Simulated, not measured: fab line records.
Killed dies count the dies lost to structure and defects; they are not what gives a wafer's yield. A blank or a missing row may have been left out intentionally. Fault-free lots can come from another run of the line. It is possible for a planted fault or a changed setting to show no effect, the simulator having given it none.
Matching of chambers ; flow n5-finfet ; pecvd-03 running N5_BEOL_M4_ILD_DEP_00: 3 sister chambers
The step deposits SiOC from DEMS/O2, target thk 79 nm, time 15.3 s. 6 wafers are shown with their chamber, then 11 later ones without.

WAFERS WITH THEIR CHAMBER
wafer;chamber;throttle-valve-pct (%);showerhead-plenum-p-Torr (Torr)
L083.1;1;12.7;5.724
L083.3;2;11.0;5.707
L084.3;2;10.7;5.712
L084.4;1;12.5;5.720
L084.6;0;14.4;5.701
L087.1;0;14.6;5.689

WAFERS MISSING THEIR CHAMBER
wafer;throttle-valve-pct (%);showerhead-plenum-p-Torr (Torr)
L087.4;14.5;5.686
L087.5;10.7;5.720
L086.1;14.6;5.685
L086.4;12.6;5.710
L086.5;10.6;5.717
L093.1;14.4;5.691
L093.3;10.7;5.707
L093.5;10.8;5.732
L097.1;14.4;5.680
L097.3;12.6;5.701
L097.4;10.8;5.720

WHICH CHAMBER EACH ONE RAN IN
wafer;from the rows above;in truth
L087.4;0;0
L087.5;2;2
L086.1;0;0
L086.4;1;1
L086.5;2;2
L093.1;0;0
L093.3;2;2
L093.5;2;2
L097.1;0;0
L097.3;1;1
L097.4;2;2
Placed correctly: 11 of 11. Number that these rows cannot place: 0. 0 placed wrongly.
How it was worked out, from the rows above alone: a wafer's distance from a chamber is the root of the sum, over the readings, of the square of ((its reading less the chamber's mean) divided by the reading's scatter). If the next closest chamber is less than 2 further off than the closest, the wafer can't be placed; otherwise it belongs to the closest. The mean given for a chamber averages the wafers shown for that chamber. How the scatter is found: for the shown wafers, subtract from each reading the mean of its chamber, square and add these, divide the total by (wafers less chambers), then take the root.
